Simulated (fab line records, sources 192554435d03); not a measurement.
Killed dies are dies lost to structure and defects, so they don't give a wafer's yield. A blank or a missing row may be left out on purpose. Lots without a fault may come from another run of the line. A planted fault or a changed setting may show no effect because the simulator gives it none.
Chamber matching | flow n5_finfet | N5_BEOL_M3_ETCH_77 on rie_diel-02: 4 sister chambers
The step etches underlayer in N2/H2, target depth 6.5 nm, time 5.2 s. 22 wafers are shown with their chamber, then 11 later ones without.

WAFERS WITH THEIR CHAMBER
wafer  | chamber | showerhead_plenum_p_Torr (Torr) | rf_vpp_V (V) | throttle_valve_pct (%)
L074.2 | 3       | 2.44                            | 518.2        | 17.89
L074.5 | 3       | 2.44                            | 517.6        | 17.87
L074.6 | 0       | 2.60                            | 527.2        | 18.19
L076.1 | 2       | 2.47                            | 524.0        | 17.83
L076.2 | 1       | 2.43                            | 522.8        | 18.12
L076.4 | 3       | 2.43                            | 517.9        | 17.90
L077.1 | 1       | 2.43                            | 517.9        | 18.13
L077.2 | 2       | 2.47                            | 521.4        | 17.87
L077.5 | 1       | 2.43                            | 518.1        | 18.15
L080.3 | 2       | 2.47                            | 521.6        | 17.85
L080.5 | 0       | 2.60                            | 525.8        | 17.76
L080.6 | 3       | 2.43                            | 522.7        | 17.94
L082.1 | 3       | 2.43                            | 520.6        | 17.95
L082.3 | 2       | 2.47                            | 521.9        | 17.84
L082.4 | 1       | 2.43                            | 522.3        | 18.14
L084.1 | 1       | 2.43                            | 520.2        | 18.14
L084.2 | 2       | 2.47                            | 520.2        | 17.87
L084.4 | 3       | 2.43                            | 520.9        | 17.93
L086.1 | 1       | 2.43                            | 519.5        | 18.16
L086.4 | 0       | 2.59                            | 524.5        | 17.76
L086.6 | 1       | 2.43                            | 519.1        | 18.16
L093.1 | 2       | 2.46                            | 521.0        | 17.92

SIGNATURES (means of the wafers above)
reading                  | chamber 0 | chamber 1 | chamber 2 | chamber 3 | scatter within a chamber
showerhead_plenum_p_Torr | 2.5967    | 2.4300    | 2.4683    | 2.4333    | 0.00397
rf_vpp_V                 | 525.833   | 519.986   | 521.683   | 519.650   | 1.75
throttle_valve_pct       | 17.9033   | 18.1429   | 17.8633   | 17.9133   | 0.0865
Rule: a wafer's distance from a chamber is the root of the sum, over the readings, of the square of ((its reading less the chamber's mean) divided by the reading's scatter). The wafer belongs to the nearest chamber; if the next one is less than 2 further off, it can't be placed. The scatter: the root of (the sum of the squares of (reading less its chamber's mean) over the shown wafers, divided by (wafers less chambers)).

WAFERS WITHOUT THEIR CHAMBER
wafer  | showerhead_plenum_p_Torr (Torr) | rf_vpp_V (V) | throttle_valve_pct (%)
L093.3 | 2.42                            | 521.4        | 18.16
L093.5 | 2.42                            | 522.0        | 18.20
L095.1 | 2.46                            | 520.8        | 17.91
L095.2 | 2.42                            | 520.5        | 18.20
L095.4 | 2.42                            | 519.0        | 17.97
L094.1 | 2.46                            | 521.2        | 17.90
L094.4 | 2.58                            | 524.6        | 17.82
L094.5 | 2.46                            | 522.7        | 17.92
L097.4 | 2.46                            | 520.3        | 17.92
L097.5 | 2.58                            | 525.0        | 17.82
L097.6 | 2.42                            | 522.4        | 17.96

WHICH CHAMBER EACH WENT THROUGH
wafer  | from the rows above     | in truth
L093.3 | can't be placed: 1 or 3 | 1
L093.5 | 1                       | 1
L095.1 | 2                       | 2
L095.2 | 1                       | 1
L095.4 | can't be placed: 1 or 3 | 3
L094.1 | 2                       | 2
L094.4 | 0                       | 0
L094.5 | 2                       | 2
L097.4 | 2                       | 2
L097.5 | 0                       | 0
L097.6 | can't be placed: 1 or 3 | 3
Placed correctly: 8 of 11. Can't be placed from these rows: 3 (the true chamber is among the candidates in 3). Placed wrongly: 0.
